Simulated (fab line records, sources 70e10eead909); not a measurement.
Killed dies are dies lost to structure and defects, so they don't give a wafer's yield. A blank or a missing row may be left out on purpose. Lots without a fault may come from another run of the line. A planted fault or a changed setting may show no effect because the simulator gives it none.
fab line records | flow nand_harc
record lots=13 wafers=38 last_day=32
route steps=1302 shown A_ZERO_WELL@412 A_ONON_D1@437
lots that met no fault: from a run of the same line without faults
start_h: hours from the record's first day to the start of the lot's first wafer shown | wait_h: hours since the lot's step before | " the same as in the row above | L1.1+2: a row that stands for several wafers | - no value, or no start given | * or withheld: withheld | < > ~ a bound
route shown NAME@n: a module of which the file shows steps, and the number in the route of the first | usual: mean/standard deviation of fault-free wafers | same: alike in all rows | chamber/n: place in a boat | sites: the reading at each site | _std_site: their standard deviation | _edge_site: outer sites' mean less inner sites' | radius_mm: how far each site lies from the wafer's centre | mask NAME#n: copy n | behind: the tool/chamber that last shaped the wafer | hold: why the lot was held/for how many hours/how that ended | device: the transistor (n, p or np) that didn't switch | end of line: the same wafers' tests at the end of the route | a step without rows: its recipe alone | killed: dies lost to structure and defects at the first sort, not the wafer's yield | map: a wafer's dies, x killed, . not, _ none there
set.NAME: the setting as run; set.NAME@STEP: as run at that earlier step | model.NAME: the simulator's own value behind a step, which no gauge read
steps of the route over a sample of lots; a table a step, a row a wafer
services: from which hour (start_h, from the record's first day; less than 0 if before it) a tool's chamber was out of use, for how many hours, and why
## steps
# step NHARC_A_ZERO_WELL_INSPECT_17
# usual raw_defect_count=11/5.8
# columns lot.wafer tool chamber start_h wait_h raw_defect_count
L958.1 defect_inspect-02 - 149.32 0.2 12
L958.5 " - " " 18
L958.6 " - " " 14
L960.1 defect_inspect-01 - 164.68 0.2 8
L960.3 " - " " 10
L960.4 " - " " 10
L961.3 defect_inspect-02 - 169.81 0.1 22
L961.5 " - " " 13
L961.6 " - " " 21
L963.3 defect_inspect-02 - 194.06 0.1 10
L963.4 " - " " 12
L963.6 " - " " 14
L964.1 defect_inspect-02 - 195.51 0.2 6
L964.5 " - " " 9
L964.6 " - " " 4
L965.1 defect_inspect-01 - 207.54 0.3 28
L965.2 " - " " 16
L965.5 " - " " 16
L966.1 defect_inspect-02 - 220.54 0.2 7
L966.3 " - " " 11
L966.6 " - " " 6
L970.2 defect_inspect-01 - 257.51 0.1 9
L970.5 " - " " 4
L970.6 " - " " 8
L971.2 defect_inspect-02 - 267.90 0.1 7
L971.3 " - " " 2
L976.1 defect_inspect-01 - 321.62 0.2 5
L976.3 " - " " 5
L976.6 " - " " 3
L977.4 defect_inspect-01 - 325.80 0.1 2
L977.5 " - " " 4
L977.6 " - " " 12
L978.1 defect_inspect-01 - 344.60 0.2 9
L978.2 " - " " 4
L978.4 " - " " 11
L980.1 defect_inspect-02 - 365.86 0.2 16
L980.3 " - " " 17
L980.5 " - " " 10
# step NHARC_A_ONON_D1_THK_MEAS_18
# recipe thk_meas_gauge=ellipsometry
# usual thk_nm=1000/11
# columns lot.wafer tool chamber start_h wait_h thk_nm
L958.1 film_metro-02 - 179.28 - 1001
L958.5 " - " " 1002
L958.6 " - " " 1003
L961.3 film_metro-01 - 197.62 - 999
L961.5 " - " " 1001
L961.6 " - " " 999
L960.1 film_metro-02 - 197.63 - 987
L960.3 " - " " 987
L960.4 " - " " 989
L963.3 film_metro-01 - 227.00 - 1000
L963.4 " - " " 1002
L963.6 " - " " 1000
L964.1 film_metro-02 - 227.00 - 1011
L964.5 " - " " 1011
L964.6 " - " " 1012
L965.1 film_metro-01 - 247.93 - 1018
L965.2 " - " " 1016
L965.5 " - " " 1017
L966.1 film_metro-01 - 253.52 - 991
L966.3 " - " " 992
L966.6 " - " " 991
L970.2 film_metro-02 - 287.55 - 976
L970.5 " - " " 978
L970.6 " - " " 977
L971.2 film_metro-02 - 298.59 - 993
L971.3 " - " " 993
L976.1 film_metro-02 - 353.97 - 1003
L976.3 " - " " 1003
L976.6 " - " " 1003
L977.4 film_metro-01 - 353.98 - 977
L977.5 " - " " 976
L977.6 " - " " 977
L978.1 film_metro-01 - 376.70 - 1011
L978.2 " - " " 1012
L978.4 " - " " 1013
L980.1 film_metro-02 - 398.57 - 1007
L980.3 " - " " 1007
L980.5 " - " " 1007
# step NHARC_A_ONON_D1_DEP_28
# recipe target_thk_a=10000 n2_flow_sccm=2750 n2o_flow_sccm=2000 nh3_flow_sccm=500 sih4_flow_sccm=210 temp_c=400
# columns lot.wafer tool chamber start_h wait_h
L958.1+5+6 pecvd_onon-02 0 181.04 0.1
L960.1+3+4 pecvd_onon-01 0 199.39 0.1
L961.3+5+6 pecvd_onon-04 0 199.50 0.2
L964.1+5+6 pecvd_onon-04 0 228.76 0.1
L963.3+4+6 pecvd_onon-01 0 228.86 0.2
L965.1+2+5 pecvd_onon-04 0 249.69 0.1
L966.1+3+6 pecvd_onon-04 0 255.28 0.1
L970.2+5+6 pecvd_onon-01 0 289.36 0.1
L971.2+3 pecvd_onon-04 0 300.41 0.1
L976.1+3+6 pecvd_onon-02 0 355.73 0.1
L977.4+5+6 pecvd_onon-04 0 355.89 0.2
L978.1+2+4 pecvd_onon-04 0 378.46 0.1
L980.1+3+5 pecvd_onon-04 0 400.32 0.1
# step NHARC_A_ONON_D1_THK_MEAS_30
# recipe thk_meas_gauge=ellipsometry
# usual thk_nm=997/12
# columns lot.wafer tool chamber start_h wait_h thk_nm
L958.1 film_metro-02 - 181.56 - 991
L958.5 " - " " 994
L958.6 " - " " 992
L961.3 film_metro-02 - 199.90 - 1001
L961.5 " - " " 1001
L961.6 " - " " 1003
L960.1 film_metro-02 - 199.90 - 1010
L960.3 " - " " 1010
L960.4 " - " " 1008
L963.3 film_metro-02 - 229.26 - 988
L963.4 " - " " 984
L963.6 " - " " 986
L964.1 film_metro-01 - 229.30 - 1004
L964.5 " - " " 1004
L964.6 " - " " 1003
L965.1 film_metro-02 - 250.21 - 1000
L965.2 " - " " 997
L965.5 " - " " 1000
L966.1 film_metro-02 - 255.79 - 995
L966.3 " - " " 996
L966.6 " - " " 994
L970.2 film_metro-01 - 289.81 - 999
L970.5 " - " " 999
L970.6 " - " " 996
L971.2 film_metro-02 - 300.87 - 1108
L971.3 " - " " 980
L977.4 film_metro-01 - 356.23 - 1001
L977.5 " - " " 1002
L977.6 " - " " 1003
L976.1 film_metro-02 - 356.24 - 1011
L976.3 " - " " 1012
L976.6 " - " " 1013
L978.1 film_metro-01 - 378.97 - 1002
L978.2 " - " " 1004
L978.4 " - " " 1002
L980.1 film_metro-01 - 400.82 - 1005
L980.3 " - " " 1003
L980.5 " - " " 1003
# step NHARC_A_ONON_D1_DEP_33
# recipe target_thk_a=2000 temp_c=400 pressure_torr=6.5 rf_w=900 teos_flow_sccm=161.4 flow_sccm=2650 target_thk_nm=200 gas=O2 material=SiO2
# usual heater_power_w=611/98 throttle_valve_pct=16.0/0.69
# columns lot.wafer tool chamber start_h wait_h heater_power_w throttle_valve_pct
L958.1 pecvd-01 2 181.66 0.1 657 16.3
L958.5 " 1 " " 646 16.1
L958.6 " 2 " " 500 16.6
L961.3 pecvd-01 0 200.00 0.1 666 15.5
L961.5 " 2 " " 616 16.5
L961.6 " 1 " " 680 15.9
L960.1 pecvd-04 1 200.13 0.2 435 14.4
L960.3 " 2 " " 519 16.2
L960.4 " 1 " " 432 14.7
L963.3 pecvd-04 2 229.36 0.1 639 16.7
L963.4 " 2 " " 607 16.7
L963.6 " 0 " " 569 17.3
L964.1 pecvd-03 0 229.45 0.1 540 15.6
L964.5 " 1 " " 811 15.7
L964.6 " 0 " " 547 15.5
L965.1 pecvd-03 0 250.31 0.1 521 15.8
L965.2 " 1 " " 786 15.9
L965.5 " 2 " " 506 15.5
L966.3 pecvd-03 1 255.85 0.1 734 15.8
L966.1 " 0 " " 415 15.6
L966.6 " 2 " " 604 15.5
L970.2 pecvd-01 0 290.02 0.2 814 15.7
L970.6 " 0 " " 644 15.9
L970.5 " 1 " " 689 15.8
L971.3 pecvd-01 2 300.92 0.1 592 16.6
L971.2 " 0 " " 720 15.7
L976.1 pecvd-03 1 356.35 0.1 795 16.0
L976.3 " 2 " " 532 15.8
L976.6 " 1 " " 808 16.2
L977.5 pecvd-04 2 356.42 0.2 622 16.3
L977.6 " 0 " " 613 17.3
L977.4 " 1 " " 493 14.6
L978.2 pecvd-04 2 379.07 0.1 652 16.7
L978.1 " 0 " " 635 17.7
L978.4 " 0 " " 634 17.8
L980.3 pecvd-01 0 400.88 0.1 739 15.3
L980.1 " 1 " " 626 15.9
L980.5 " 2 " " 529 16.2
## services
# columns tool chamber start_h hours kind
pecvd_onon-04 - 168.16 0.8 repair
pecvd-03 - 173.10 0.3 repair
pecvd_onon-02 - 185.00 13.0 pm
pecvd-03 - 185.16 13.0 pm
pecvd-03 0 185.16 13.0 vent_cycle
pecvd-03 1 185.16 13.0 vent_cycle
pecvd-03 2 185.16 13.0 vent_cycle
pecvd_onon-02 - 201.39 1.7 repair
pecvd-01 - 228.94 0.6 repair
pecvd-01 0 232.96 16.8 repair
pecvd-04 - 269.00 13.0 pm
pecvd_onon-01 - 269.23 13.0 pm
pecvd-03 - 290.41 0.9 repair
pecvd_onon-04 - 311.18 13.0 pm
pecvd-01 - 311.30 13.0 pm
pecvd-01 0 311.30 13.0 vent_cycle
pecvd-01 1 311.30 13.0 vent_cycle
pecvd-01 2 311.30 13.0 vent_cycle
pecvd-04 0 320.02 22.8 repair
pecvd-01 0 324.30 - clean
pecvd-01 1 324.30 - clean
pecvd-01 2 324.30 - clean
pecvd_onon-02 - 366.00 13.0 pm
pecvd-03 - 366.16 13.0 pm
## key
first_sign step=NHARC_A_ONON_D1_THK_MEAS_30 reading=thk_nm direction=up sigmas=9.2 usual=997 struck=1108
effect none on later readings
met_at NHARC_A_ONON_D1_DEP_28
struck_lots L971
struck_wafers L971.2
later_rows_left_out L971.2
sort_left_out L971.2
tester_left_out L971
not_acting_at NHARC_A_ZERO_WELL_INSPECT_17,NHARC_A_ONON_D1_THK_MEAS_18,NHARC_A_ONON_D1_DEP_33
onset_between 255.28 300.41
fault kind=process_parameter_drift tool=pecvd_onon-04 chamber=- onset_h=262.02 steps=NHARC_A_ONON_D1_DEP_28 channel=target_thk_a offset=* shape=step end_h=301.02 scope=struck_wafers_only acts_in=* stated=*
# tester_left_out: of these lots the tester's yield and bins aren't shown, on N5 and GAA mostly nor the transistor test; their killed dies are dies lost to structure and defects alone, not to doping, threshold or leakage, so they don't give the yield
# sort_left_out: the simulated sort isn't trusted on such a fault, so these wafers' sort isn't shown, and their yield isn't known
# later_rows_left_out: the simulator's readings of these wafers behind a module that went badly wrong aren't trusted and aren't shown, but for the sort
